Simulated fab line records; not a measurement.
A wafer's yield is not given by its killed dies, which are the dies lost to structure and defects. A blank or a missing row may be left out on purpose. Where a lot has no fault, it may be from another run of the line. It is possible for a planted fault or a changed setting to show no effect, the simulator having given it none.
Problem report, 8D (eight disciplines) form, completed by code + flow nandHarc + the parts of the form that need people (team, actions taken, sign-off) are left out

## 1. PROBLEM STATEMENT
Mean of cdNm at NHARC_A_CHANNEL_HOLE_D2_CD_MEAS_10: 91.4 nm across 3 wafers in 3 lots; on wafers with no fault it is 99.9 nm (standard deviation 0.53). Measured from the usual mean, that is -16 standard deviations.
The step: target cd 100 nm.
Earliest sighting: wafer L111.6 on cdSem-01 at day 17 02:36. The record has a number at this step for 30 wafers belonging to 11 lots. By rule, "out" or "out of limits" means more than 4 standard deviations away from the usual mean. Any other wafer with a number is counted as sound.

## 2. WHAT IT IS, WHAT IT ISN'T
| question                    | is                     | is not                                                                                                              |
|-----------------------------|------------------------|---------------------------------------------------------------------------------------------------------------------|
| which readings at this step | cdNm                   | -                                                                                                                   |
| which lots                  | L110, L111, L112       | L102, L113, L115, L116, L120, L122, L123, L124                                                                      |
| which wafers of those lots  | L110.4, L111.6, L112.4 | L110.3, L111.2, L112.2                                                                                              |
| read on which gauges        | cdSem-01, cdSem-02     | cdSem-03                                                                                                            |
| when                        | from day 17 02:36      | up to then (4 sound wafers); but 23 sound wafers of L110, L112, L113, L115, L116, L120, L122, L123, L124 came after |

## 3. THE SUSPECTS, EACH WITH WHAT RULES IT OUT
Counting: if a tool at a process step up to the reading ran every lot that is out, it stays a suspect. Sound lots after the first of them don't rule it out here, since some wafers of a struck lot are sound.
- ruled out: the gauge at NHARC_A_CHANNEL_HOLE_D2_CD_MEAS_10. The wafers that are out were read on 2 gauges (cdSem-01, cdSem-02).
- lithoTrack-06 at NHARC_A_CHANNEL_HOLE_D2_PEB_08 (peb time 65 s): kept. It ran every lot that is out, first L111 (day 17 02:31); its last sound lot up to then is L102 (day 14 03:31). Out on those wafers are its own readings of heaterPowerTotalW.
The count leaves lithoTrack-06 at NHARC_A_CHANNEL_HOLE_D2_PEB_08.

## 4. THE CAUSE (what the simulator had put in)
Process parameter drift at NHARC_A_CHANNEL_HOLE_D2_PEB_08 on lithoTrack-06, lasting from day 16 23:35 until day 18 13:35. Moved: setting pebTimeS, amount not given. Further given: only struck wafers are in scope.
This tool alone remained once counting was done.

## 5. THE EFFECT CHAIN, in route order
One row per reading whose mean, taken over the struck wafers that have a number, lies over 3 standard deviations from the usual. Only readings for which the record gives a usual standard deviation are gone through. hours: the time from each lot's start at the first step in this table that gives one to its start at this step, as a median over the lots. sigmas: the change in usual standard deviations.
| hours | step                               | reading           | usual   | on struck wafers | change | sigmas |
|-------|------------------------------------|-------------------|---------|------------------|--------|--------|
| 0     | NHARC_A_CHANNEL_HOLE_D2_PEB_08     | heaterPowerTotalW | 156.6 W | 182.3            | +25.7  | +63    |
| 0     | NHARC_A_CHANNEL_HOLE_D2_CD_MEAS_10 | cdNm              | 99.9 nm | 91.4             | -8.5   | -16    |
| 1     | NHARC_A_CHANNEL_HOLE_D2_CD_MEAS_18 | cdNm              | 98.8 nm | 87.8             | -11.0  | -5.3   |
| 15    | NHARC_A_CHANNEL_HOLE_D2_CD_MEAS_31 | cdNm              | 89.9 nm | 82.5             | -7.4   | -5.7   |
| 15    | NHARC_A_CHANNEL_HOLE_D2_XSEM_32    | botCdNm           | 74.5 nm | 67.6             | -6.9   | -4.0   |
Its process steps:
- NHARC_A_CHANNEL_HOLE_D2_PEB_08: peb time 65 s.
- NHARC_A_CHANNEL_HOLE_D2_XSEM_32
Later steps that measure or inspect, where all struck wafers having a row at the step show a number for every such reading and not one has moved that far: NHARC_END_SORT_01.

## 6. HOW IT WOULD HAVE BEEN CAUGHT EARLIER
3 hours passed between the start of the fault at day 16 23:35 and the first reading out of limits at a measuring or inspecting step in this record, taken at day 17 02:36.
The tool's own readings at NHARC_A_CHANNEL_HOLE_D2_PEB_08 were out on every struck wafer that the step has a row for (heaterPowerTotalW): an alarm limit on them would have fired on the first of those.
Lots out: 3; of these, L110, L112 started NHARC_A_CHANNEL_HOLE_D2_PEB_08 on lithoTrack-06 after day 17 02:36. A hold on the tool at that time would have spared those 2.
